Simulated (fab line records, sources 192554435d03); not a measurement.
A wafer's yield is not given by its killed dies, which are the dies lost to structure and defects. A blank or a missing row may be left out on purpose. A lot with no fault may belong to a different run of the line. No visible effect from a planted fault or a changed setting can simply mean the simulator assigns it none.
Split-lot experiment :: flow n5Finfet :: 21 wafers read across 7 lots, on a route 1938 steps long

== ON THE SPLIT ==
At N5_BEOL_M6_TRENCH_ETCH_37 (etches SiCOH lowk in C4F6/O2, target depth 94.435 nm, time 31.5 s), the setting timeS was moved away from the recipe's 31.5 s on 6 of the 21 wafers read, by -14.3% to +20.7%. For the rest of the wafers, this setting stayed at what the recipe calls for.

== FROM THE SPLIT TO THE READING: what the file shows between them, 12 steps ==
- N5_BEOL_M6_ETCH_41: etches SiCN in CH3F/O2, target depth 29.7 nm, time 52 s
- N5_BEOL_M6_STRIP_80: strips in N2/H2, time 10 s
- N5_BEOL_M6_OCD_MEAS_38
- N5_BEOL_M6_ALD_77: deposits TaN, target thk 2 nm, pulse time 2 s, purge time 3 s (also split here: coReactantPulseTimeS)
- N5_BEOL_M6_SURFACE_TREAT_79
- N5_BEOL_M6_CVD_78: deposits Co from CCTBA/H2, target thk 2 nm, time 142.3 s
- N5_BEOL_M6_ECD_50: material Cu, target thk 300 nm
- N5_BEOL_M6_ANNEAL_51: time 90 s
- N5_BEOL_M6_CMP_52: polishes, stops on SiCOH lowk, t overpolish 6.9 s, target thk 80 nm
- N5_BEOL_M6_THK_MEAS_53: measures by xrf
- N5_BEOL_M6_PRE_CLEAN_55: time 15 s
- N5_BEOL_M6_DEP_56: deposits SiCN from 3MS/NH3, target thk 10 nm, time 17.5 s

== THE READING ==
Measured at N5_BEOL_M6_RS_MEAS_57 by four-point probe: M6_RS, in ohm/sq. On this fab line, fault-free wafers typically give 0.285 ohm/sq with a standard deviation of 0.01 ohm/sq.

wafer: L074.2
tool, chamber at the split: rieDiel-01, 2
timeS as run, s: 31.5
against the recipe: recipe
M6_RS, ohm/sq: 0.275
against lot-mates on the recipe: -

wafer: L074.3
tool, chamber at the split: rieDiel-01, 0
timeS as run, s: 38.01
against the recipe: +20.7%
M6_RS, ohm/sq: 0.222
against lot-mates on the recipe: -0.054

wafer: L074.5
tool, chamber at the split: rieDiel-01, 2
timeS as run, s: 31.5
against the recipe: recipe
M6_RS, ohm/sq: 0.277
against lot-mates on the recipe: -

wafer: L078.2
tool, chamber at the split: rieDiel-02, 2
timeS as run, s: 31.5
against the recipe: recipe
M6_RS, ohm/sq: 0.286
against lot-mates on the recipe: -

wafer: L078.4
tool, chamber at the split: rieDiel-02, 1
timeS as run, s: 31.5
against the recipe: recipe
M6_RS, ohm/sq: 0.289
against lot-mates on the recipe: -

wafer: L078.5
tool, chamber at the split: rieDiel-02, 1
timeS as run, s: 31.5
against the recipe: recipe
M6_RS, ohm/sq: 0.294
against lot-mates on the recipe: -

wafer: L082.1
tool, chamber at the split: rieDiel-01, 1
timeS as run, s: 31.5
against the recipe: recipe
M6_RS, ohm/sq: 0.292
against lot-mates on the recipe: -

wafer: L082.3
tool, chamber at the split: rieDiel-01, 0
timeS as run, s: 31.5
against the recipe: recipe
M6_RS, ohm/sq: 0.279
against lot-mates on the recipe: -

wafer: L082.5
tool, chamber at the split: rieDiel-01, 1
timeS as run, s: 31.5
against the recipe: recipe
M6_RS, ohm/sq: 0.299
against lot-mates on the recipe: -

wafer: L088.3
tool, chamber at the split: rieDiel-05, 1
timeS as run, s: 31.5
against the recipe: recipe
M6_RS, ohm/sq: 0.285
against lot-mates on the recipe: -

wafer: L088.4
tool, chamber at the split: rieDiel-05, 3
timeS as run, s: 31.5
against the recipe: recipe
M6_RS, ohm/sq: 0.286
against lot-mates on the recipe: -

wafer: L088.6
tool, chamber at the split: rieDiel-05, 1
timeS as run, s: 31.5
against the recipe: recipe
M6_RS, ohm/sq: 0.278
against lot-mates on the recipe: -

wafer: L094.1
tool, chamber at the split: rieDiel-05, 0
timeS as run, s: 31.5
against the recipe: recipe
M6_RS, ohm/sq: 0.290
against lot-mates on the recipe: -

wafer: L094.5
tool, chamber at the split: rieDiel-05, 2
timeS as run, s: 34.4
against the recipe: +9.2%
M6_RS, ohm/sq: 0.259
against lot-mates on the recipe: -0.028

wafer: L094.6
tool, chamber at the split: rieDiel-05, 0
timeS as run, s: 31.5
against the recipe: recipe
M6_RS, ohm/sq: 0.284
against lot-mates on the recipe: -

wafer: L095.1
tool, chamber at the split: rieDiel-02, 1
timeS as run, s: 34.18
against the recipe: +8.5%
M6_RS, ohm/sq: 0.262
against lot-mates on the recipe: -0.028

wafer: L095.2
tool, chamber at the split: rieDiel-02, 2
timeS as run, s: 31.5
against the recipe: recipe
M6_RS, ohm/sq: 0.290
against lot-mates on the recipe: -

wafer: L095.4
tool, chamber at the split: rieDiel-02, 3
timeS as run, s: 34.18
against the recipe: +8.5%
M6_RS, ohm/sq: 0.251
against lot-mates on the recipe: -0.039

wafer: L096.4
tool, chamber at the split: rieDiel-01, 1
timeS as run, s: 26.99
against the recipe: -14.3%
M6_RS, ohm/sq: 0.376
against lot-mates on the recipe: +0.090

wafer: L096.5
tool, chamber at the split: rieDiel-01, 3
timeS as run, s: 31.5
against the recipe: recipe
M6_RS, ohm/sq: 0.286
against lot-mates on the recipe: -

wafer: L096.6
tool, chamber at the split: rieDiel-01, 2
timeS as run, s: 26.99
against the recipe: -14.3%
M6_RS, ohm/sq: 0.340
against lot-mates on the recipe: +0.054

FIT RESULTS
A straight line over all 21 wafers: M6_RS changes by -0.00393 ohm/sq for each +1% of timeS; r = -0.94; the points scatter about the line by 0.01 ohm/sq.
The same after taking each lot's own level away (the mean of its wafers on the recipe; 21 wafers): -0.00381 ohm/sq for each +1%; r = -0.94; scatter 0.01 ohm/sq.
According to that fit, moving timeS by its largest amount changes the reading by 0.079 ohm/sq.
The span of the lots' own levels, 0.2760 to 0.2900 ohm/sq, comes to 1.4 times the standard deviation stated above.
Hence the lot-to-lot level has little effect on the slope; both slopes agree.
Check: -0.0913 ohm/sq against its lot-mates is what the line predicts for one of the wafers moved furthest among these (+20.7%) when that wafer is left out of the fit. It came out at -0.054 ohm/sq against them.

== OTHER SPLITS ON THESE WAFERS ==
Before the reading, these wafers also passed through other splits. Each is held against what the fit with the lots' levels taken away leaves over:
other split on the same wafers: N5_BEOL_M5_COAT_74 spinRpm
wafers away from the commonest value: 5
r with M6_RS (lot level and that fit taken away): -0.14

other split on the same wafers: N5_BEOL_M5_EXPOSE_25 doseMj
wafers away from the commonest value: 4
r with M6_RS (lot level and that fit taken away): +0.22

other split on the same wafers: N5_BEOL_M6_ALD_77 coReactantPulseTimeS
wafers away from the commonest value: 8
r with M6_RS (lot level and that fit taken away): +0.35

== THE WHOLE CHAIN: every reading that the file lists as answering this split, in the file's order ==
step: N5_BEOL_M6_TRENCH_ETCH_37
what it does: etches SiCOH lowk in C4F6/O2, target depth 94.435 nm, time 31.5 s
reading: etch.depthNm (the simulator's own value, which no gauge read)
change (the file's fit): +0.853 nm for each +1% of the setting
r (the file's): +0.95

step: N5_BEOL_M6_TRENCH_ETCH_37
what it does: etches SiCOH lowk in C4F6/O2, target depth 94.435 nm, time 31.5 s
reading: BEOL_M6.featureDepthNm (the simulator's own value, which no gauge read)
change (the file's fit): +0.854 nm for each +1% of the setting
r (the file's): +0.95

step: N5_BEOL_M6_OCD_MEAS_38
what it does: 
reading: trenchDepthNm
change (the file's fit): +0.847 nm for each +1% of the setting
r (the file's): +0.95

step: N5_BEOL_M6_CMP_52
what it does: polishes, stops on SiCOH lowk, t overpolish 6.9 s, target thk 80 nm
reading: Cu_of_BEOL_M6_ECD_50.thkNm (the simulator's own value, which no gauge read)
change (the file's fit): +0.869 nm for each +1% of the setting
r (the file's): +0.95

step: N5_BEOL_M6_THK_MEAS_53
what it does: measures by xrf
reading: M6_THK
change (the file's fit): +0.857 for each +1% of the setting
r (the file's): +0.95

step: N5_BEOL_M6_RS_MEAS_57
what it does: measures by four-point-probe
reading: M6_RS
change (the file's fit): -0.00341 for each +1% of the setting
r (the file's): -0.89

== FILE'S OWN FIT ==
M6_RS changes by -0.00341 ohm/sq for each +1% of timeS, r = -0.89.
